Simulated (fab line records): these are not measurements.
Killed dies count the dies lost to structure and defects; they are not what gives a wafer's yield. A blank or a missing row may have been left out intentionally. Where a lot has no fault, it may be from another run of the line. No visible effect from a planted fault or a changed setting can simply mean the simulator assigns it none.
What tool caused it? || flow nandHarc || Sampling: 6 lots, 18 wafers, 3 of 1302 route steps

WHAT THE GAUGES READ, wafer by wafer
NHARC_A_ONON_D2_THK_MEAS_08: measures by ellipsometry.
{"lot": "L197", "measured": "day 14 03:55", "on": "filmMetro-01", "thkNm (nm)": "1029 1029 1030"}
{"lot": "L198", "measured": "day 14 09:49", "on": "filmMetro-02", "thkNm (nm)": "999 999 1000"}
{"lot": "L203", "measured": "day 16 20:38", "on": "filmMetro-01", "thkNm (nm)": "991 990 992"}
{"lot": "L205", "measured": "day 17 01:45", "on": "filmMetro-01", "thkNm (nm)": "1009 1010 1011"}
{"lot": "L211", "measured": "day 19 15:44", "on": "filmMetro-01", "thkNm (nm)": "1007 1007 1006"}
{"lot": "L212", "measured": "day 19 23:31", "on": "filmMetro-01", "thkNm (nm)": "566 566 566"}

WHAT TOOL EACH LOT RAN ON (gives the tool, then ch and the chambers of the sampled wafers, and finally the start)
{"lot": "L197", "NHARC_A_CHANNEL_FILL_D1_ETCHBACK_19": "rieSi-02 ch 2,3, day 11 14:52", "NHARC_A_ONON_D2_DEP_06": "pecvdOnon-01 ch 0, day 14 03:28"}
{"lot": "L198", "NHARC_A_CHANNEL_FILL_D1_ETCHBACK_19": "rieSi-02 ch 1,2, day 12 00:53", "NHARC_A_ONON_D2_DEP_06": "pecvdOnon-03 ch 0, day 14 09:21"}
{"lot": "L203", "NHARC_A_CHANNEL_FILL_D1_ETCHBACK_19": "rieSi-02 ch 0,1,2, day 14 08:13", "NHARC_A_ONON_D2_DEP_06": "pecvdOnon-03 ch 0, day 16 20:10"}
{"lot": "L205", "NHARC_A_CHANNEL_FILL_D1_ETCHBACK_19": "rieSi-03 ch 0,1,3, day 14 14:59", "NHARC_A_ONON_D2_DEP_06": "pecvdOnon-01 ch 0, day 17 01:15"}
{"lot": "L211", "NHARC_A_CHANNEL_FILL_D1_ETCHBACK_19": "rieSi-02 ch 0,2,3, day 17 04:02", "NHARC_A_ONON_D2_DEP_06": "pecvdOnon-04 ch 0, day 19 15:13"}
{"lot": "L212", "NHARC_A_CHANNEL_FILL_D1_ETCHBACK_19": "rieSi-03 ch 0,1, day 17 10:34", "NHARC_A_ONON_D2_DEP_06": "pecvdOnon-03 ch 0, day 19 23:01"}
- NHARC_A_CHANNEL_FILL_D1_ETCHBACK_19: etches the open film in HBr/Cl2, target depth 5 nm, time 1.7 s.
- NHARC_A_ONON_D2_DEP_06: target thk 1000 nm.

THE ANSWER, worked out from the rows above alone
Rule: usual is defined by the lots themselves. Put in order of their means at a reading, lots are off if they are a third of the lots or fewer, leave a main group of 4 or more, and stand apart from it by a gap of 3 or more times the standard deviation of the main group's means; of several such gaps the widest counts. If all means in a main group match to the digits the tables above print for the reading, that group is not used. Also off: a lot with no number at a reading for which 4 or more lots have one. Where the step has rows for the other lots, those lots are counted as sound.
Off: L212, at NHARC_A_ONON_D2_THK_MEAS_08 (thkNm). The main group has a mean of 1007 nm with a standard deviation of 13.
If a tool, at a process step before that reading, ran all the lots that are off and no sound lot after the first of them, it fits. Those tools and the gauges at NHARC_A_ONON_D2_THK_MEAS_08 are tried in the same way. Can't be told from this: 3 tools fit, rieSi-03 at NHARC_A_CHANNEL_FILL_D1_ETCHBACK_19, pecvdOnon-03 at NHARC_A_ONON_D2_DEP_06, filmMetro-01 at NHARC_A_ONON_D2_THK_MEAS_08.

WHAT THE SIMULATOR PUT IN
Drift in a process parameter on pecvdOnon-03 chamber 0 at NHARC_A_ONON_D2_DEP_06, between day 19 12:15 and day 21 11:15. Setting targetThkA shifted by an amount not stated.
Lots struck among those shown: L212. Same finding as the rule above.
